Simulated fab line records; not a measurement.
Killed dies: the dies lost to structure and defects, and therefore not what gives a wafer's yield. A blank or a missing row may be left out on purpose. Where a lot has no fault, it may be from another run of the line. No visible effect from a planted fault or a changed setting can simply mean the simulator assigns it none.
Struck lot and sound lot, side by side / flow nand-harc / 14 out of 1302 route steps
Sound: wafers L950.2, L950.4, L950.5. Struck: wafer L948.2. (L948.4 of the same lot was not struck and is left out.) The cause comes at the end.
At each step with rows: each side's tool, then ch and its chambers, then its first start. Under that, the readings that differ: sound wafers / struck wafers / difference of the means / sigmas: that difference in standard deviations of wafers without a fault.
alike: same words and numbers on both sides, and readings whose means sit less than 2 such deviations apart. not compared: any withheld reading, any reading some wafer has no value for, any bound like >300 that may hide the same value, and any number with overlapping values for which the record gives no deviation.
The two part at a step that has a row with sigmas, a row that says differs or no value, or rows on one side only. Non-overlapping numbers with no deviation appear without sigmas and do not part them. A reading missing from all wafers of one side parts the sides only when that side holds two or more wafers.

NHARC_A_SLIT_ETCH_26: etches the open film in C4F8/O2/Ar, time 90 s, target depth 400 nm.
  sound on har-etch-01 ch 0,1, day 24 09:28; struck on har-etch-02 ch 1, day 22 20:37
reading=showerhead-plenum-p-Torr (Torr); sound=3.65 3.65 3.65; struck=3.90; difference=+0.25; sigmas=+2
  alike: drypump-motor-current-A, oes-air-line-au, throttle-valve-pct
  not compared: rf-hours-counter-h
then, 1 step without rows for these wafers: NHARC_A_SLIT_STRIP_28 (strips in O2/COS).
NHARC_A_SLIT_ETCH_29: etches the open film in CF4/O2, target depth 100 nm, overetch 10 nm, time 55 s.
  sound on rie-diel-10 ch 1,2, day 24 10:19; struck on rie-diel-12 ch 2, day 22 21:31
  alike: drypump-motor-current-A, oes-product-au, rf-vpp-V, showerhead-plenum-p-Torr, throttle-valve-pct
  not compared: rf-hours-counter-h
NHARC_A_SLIT_STRIP_18: strips in O2.
  sound on rie-diel-10 ch 0,2,3; struck on rie-diel-12 ch 3
reading=rf-vpp-V (V); sound=56.3 58.2 57.9; struck=59.3; difference=+1.8; sigmas=+2
  alike: drypump-motor-current-A, oes-product-au, showerhead-plenum-p-Torr, throttle-valve-pct
  not compared: rf-hours-counter-h
then, 2 steps without rows for these wafers: NHARC_A_SLIT_PRECLEAN_19 (cleans in SC1); NHARC_A_SLIT_SRD_20.
NHARC_A_SLIT_CD_MEAS_21:
  sound: cd-sem-01 at day 24 10:50; struck: cd-sem-01 at day 22 22:02
  alike: cd-nm
then, 3 steps without rows for these wafers: NHARC_A_SIN_REMOVE_WET_00 (chemistry H3PO4, time 15300 s); NHARC_A_SIN_REMOVE_PRECLEAN_01 (cleans in SC1); NHARC_A_SIN_REMOVE_SRD_02.
NHARC_A_SIN_REMOVE_INSPECT_04:
  sound: defect-inspect-01 at day 24 17:26; struck: defect-inspect-02 at day 23 04:06
reading=raw-defect-count; sound=651 629 723; struck=323; difference=-345; sigmas=-4
NHARC_A_WL_FILL_ALD_00: deposits Al2O3, target thk 3 nm, pulse time 3 s, ald cycles 30.
  sound on ald-hk-02 ch 1,2,3, day 24 17:29; struck on ald-hk-01 ch 0, day 23 04:16
reading=ald-cycles; sound=30 30 30; struck=41; difference=+11; sigmas=
  alike: heater-power-w, precursor-pulse-height-rel
NHARC_A_WL_FILL_RTA_01: time 5 s.
  sound on rtp-anneal-02 ch 0, day 24 17:56; struck on rtp-anneal-02 ch 0, day 23 04:37
  alike: lamp-power-pct, wafer_temp_C_max
-- break in the record here, with 4 days between the starts of the struck wafers on either side (left off in module A_WL_FILL, picked up again in module END, where the first step shown is number 1302 on the route) --
NHARC_END_SORT_01:
  sound on prober-01 ch 0, day 28 20:28; struck on prober-01 ch 0, day 27 01:16
reading=killed-short; sound=0 1 2; struck=8; difference=+7; sigmas=+4
  alike: killed-at-array, killed-at-other, killed-at-periphery, killed-dies, killed-open

WHERE THEY PART
First at NHARC_A_SLIT_ETCH_26; last, within this record, at NHARC_END_SORT_01.

WHY: whatever the simulator had introduced
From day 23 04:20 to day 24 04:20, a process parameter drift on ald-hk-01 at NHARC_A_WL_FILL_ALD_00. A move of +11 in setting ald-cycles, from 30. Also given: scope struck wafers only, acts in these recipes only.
